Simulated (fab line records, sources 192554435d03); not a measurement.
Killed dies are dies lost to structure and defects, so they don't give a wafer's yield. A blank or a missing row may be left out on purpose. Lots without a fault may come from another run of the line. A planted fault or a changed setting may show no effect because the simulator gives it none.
Chamber matching | flow n5_finfet | N5_BEOL_M10_ETCH_62 on rie_diel-03: 4 sister chambers
The step etches SOC in N2/H2, target depth 110 nm, overetch 22 nm, time 165 s. 4 wafers are shown with their chamber, then 8 later ones without.

WAFERS WITH THEIR CHAMBER
wafer  | chamber | showerhead_plenum_p_Torr (Torr)
L091.6 | 2       | 2.39
L094.4 | 1       | 2.48
L094.5 | 3       | 2.68
L092.3 | 0       | 2.53

WAFERS WITHOUT THEIR CHAMBER
wafer  | showerhead_plenum_p_Torr (Torr)
L092.4 | 2.48
L092.5 | 2.53
L095.1 | 2.53
L095.5 | 2.53
L095.6 | 2.48
L097.1 | 2.67
L097.3 | 2.48
L097.5 | 2.70

WHICH CHAMBER EACH WENT THROUGH
wafer  | from the rows above | in truth
L092.4 | 1                   | 1
L092.5 | 0                   | 0
L095.1 | 0                   | 0
L095.5 | 0                   | 0
L095.6 | 1                   | 1
L097.1 | 3                   | 3
L097.3 | 1                   | 1
L097.5 | 3                   | 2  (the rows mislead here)
Placed correctly: 7 of 8. Can't be placed from these rows: 0. Placed wrongly: 1.
How it was worked out, from the rows above alone: a wafer's distance from a chamber is the root of the sum, over the readings, of the square of ((its reading less the chamber's mean) divided by the reading's scatter). The wafer belongs to the nearest chamber; if the next one is less than 2 further off, it can't be placed. A chamber's mean is the mean of its shown wafers. The scatter: with one shown wafer a chamber, the root of the mean of the squares of how far each hidden wafer lies from its nearest shown one.
